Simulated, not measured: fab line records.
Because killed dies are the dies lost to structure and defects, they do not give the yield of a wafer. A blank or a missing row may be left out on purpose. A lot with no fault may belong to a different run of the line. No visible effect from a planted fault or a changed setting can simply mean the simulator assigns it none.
Chamber matching || flow nandHarc || NHARC_A_STAIRCASE_DESCUM_186 on rieDiel-05: 4 sister chambers
The step chemistry O2, time 3 s. 4 wafers are shown with their chamber, then 12 later ones without.

EACH WAFER AND ITS CHAMBER
{"wafer": "L090.1", "chamber": 0, "drypumpMotorCurrentA (A)": 4.8}
{"wafer": "L092.1", "chamber": 2, "drypumpMotorCurrentA (A)": 6.1}
{"wafer": "L092.3", "chamber": 3, "drypumpMotorCurrentA (A)": 6.5}
{"wafer": "L092.4", "chamber": 1, "drypumpMotorCurrentA (A)": 5.7}

WAFERS MISSING THEIR CHAMBER
{"wafer": "L096.2", "drypumpMotorCurrentA (A)": 6.5}
{"wafer": "L096.4", "drypumpMotorCurrentA (A)": 6.2}
{"wafer": "L096.5", "drypumpMotorCurrentA (A)": 6.1}
{"wafer": "L096.1", "drypumpMotorCurrentA (A)": 5.7}
{"wafer": "L096.3", "drypumpMotorCurrentA (A)": 4.8}
{"wafer": "L096.6", "drypumpMotorCurrentA (A)": 6.5}
{"wafer": "L097.2", "drypumpMotorCurrentA (A)": 6.5}
{"wafer": "L097.4", "drypumpMotorCurrentA (A)": 4.8}
{"wafer": "L097.6", "drypumpMotorCurrentA (A)": 5.7}
{"wafer": "L094.1", "drypumpMotorCurrentA (A)": 6.1}
{"wafer": "L094.4", "drypumpMotorCurrentA (A)": 6.5}
{"wafer": "L094.6", "drypumpMotorCurrentA (A)": 6.5}

EACH ONE'S CHAMBER
{"wafer": "L096.2", "from the rows above": 3, "in truth": 3}
{"wafer": "L096.4", "from the rows above": 2, "in truth": 2}
{"wafer": "L096.5", "from the rows above": 2, "in truth": 2}
{"wafer": "L096.1", "from the rows above": 1, "in truth": 1}
{"wafer": "L096.3", "from the rows above": 0, "in truth": 0}
{"wafer": "L096.6", "from the rows above": 3, "in truth": 3}
{"wafer": "L097.2", "from the rows above": 3, "in truth": 3}
{"wafer": "L097.4", "from the rows above": 0, "in truth": 0}
{"wafer": "L097.6", "from the rows above": 1, "in truth": 1}
{"wafer": "L094.1", "from the rows above": 2, "in truth": 2}
{"wafer": "L094.4", "from the rows above": 3, "in truth": 3}
{"wafer": "L094.6", "from the rows above": 3, "in truth": 3}
Placed correctly: 12 of 12. Number that these rows cannot place: 0. Placed wrongly: 0.
How it was worked out, from the rows above alone: a wafer's distance from a chamber is the root of the sum, over the readings, of the square of ((its reading less the chamber's mean) divided by the reading's scatter). If the next closest chamber is less than 2 further off than the closest, the wafer can't be placed; otherwise it belongs to the closest. For every chamber, the mean is computed from those of its wafers that are shown. The scatter (one wafer shown for each chamber): square how far every hidden wafer sits from the nearest shown wafer, average those squares and take the square root.
